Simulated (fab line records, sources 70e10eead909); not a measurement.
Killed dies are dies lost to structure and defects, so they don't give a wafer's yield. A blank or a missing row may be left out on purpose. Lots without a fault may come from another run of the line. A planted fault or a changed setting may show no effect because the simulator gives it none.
A struck lot beside a sound one | flow nand_harc | 13 steps out of a route of 1302
Sound: wafers L646.1, L646.3, L646.4. Struck: wafer L656.4. (L656.3, L656.5 of the same lot were not struck and are left out.) The cause comes at the end.
At each step with rows: each side's tool, then ch and its chambers, then its first start. Under that, the readings that differ: sound wafers | struck wafers | difference of the means | sigmas: that difference in standard deviations of wafers without a fault.
alike: readings whose means differ by less than 2 such deviations, and words and numbers that are the same on both sides. not compared: withheld readings, readings that some wafer has no value for, bounds like >300 that may hide the same value, and numbers for which the record gives no deviation and whose values overlap.
The two part at a step that has a row with sigmas, a row that says differs or no value, or rows on one side only. Numbers that don't overlap but have no deviation are shown without sigmas and don't part them. A reading that every wafer of one side lacks parts them only if that side has two wafers or more.

NHARC_A_SOURCE_PLATE_THK_MEAS_06: measures by ellipsometry.
  sound on film_metro-02, day 8 03:53; struck on film_metro-01, day 12 10:52
  reading     | sound             | struck | difference | sigmas
  thk_nm (nm) | 195.0 197.0 195.5 | 202.8  | +7.0       | +3
NHARC_A_SOURCE_PLATE_INSPECT_08:
  sound on defect_inspect-01, day 8 03:58; struck on defect_inspect-01, day 12 10:55
  alike: raw_defect_count
then, 1 step without rows for these wafers: NHARC_A_ONON_D1_DEP_00 (target thk 1000 nm).
NHARC_A_ONON_D1_THK_MEAS_02: measures by ellipsometry.
  sound on film_metro-02, day 8 04:32; struck on film_metro-02, day 12 11:30
  alike: thk_nm
then, 1 step without rows for these wafers: NHARC_A_ONON_D1_DEP_03 (target thk 1000 nm).
NHARC_A_ONON_D1_THK_MEAS_05: measures by ellipsometry.
  sound on film_metro-01, day 8 05:06; struck on film_metro-01, day 12 12:04
  alike: thk_nm
then, 1 step without rows for these wafers: NHARC_A_ONON_D1_DEP_06 (target thk 1000 nm).
NHARC_A_ONON_D1_THK_MEAS_08: measures by ellipsometry.
  sound on film_metro-01, day 8 05:40; struck on film_metro-02, day 12 12:38
  alike: thk_nm
then, 1 step without rows for these wafers: NHARC_A_ONON_D1_DEP_09 (target thk 1000 nm).
NHARC_A_ONON_D1_THK_MEAS_11: measures by ellipsometry.
  sound on film_metro-01, day 8 06:14; struck on film_metro-02, day 12 13:12
  alike: thk_nm
NHARC_A_ONON_D1_DEP_12: target thk 1000 nm.
  sound on pecvd_onon-02 ch 0, day 8 06:17; struck on pecvd_onon-02 ch 0, day 12 13:22
NHARC_A_ONON_D1_THK_MEAS_14: measures by ellipsometry.
  sound on film_metro-02, day 8 06:48; struck on film_metro-02, day 12 13:46
  reading     | sound          | struck | difference | sigmas
  thk_nm (nm) | 1006 1005 1008 | 730    | -276       | -29
then, 1 step without rows for these wafers: NHARC_A_ONON_D1_ANNEAL_15 (time 3600 s).

WHERE THEY PART
First at NHARC_A_SOURCE_PLATE_THK_MEAS_06; last, within this record, at NHARC_A_ONON_D1_THK_MEAS_14.

WHY: what the simulator had put in
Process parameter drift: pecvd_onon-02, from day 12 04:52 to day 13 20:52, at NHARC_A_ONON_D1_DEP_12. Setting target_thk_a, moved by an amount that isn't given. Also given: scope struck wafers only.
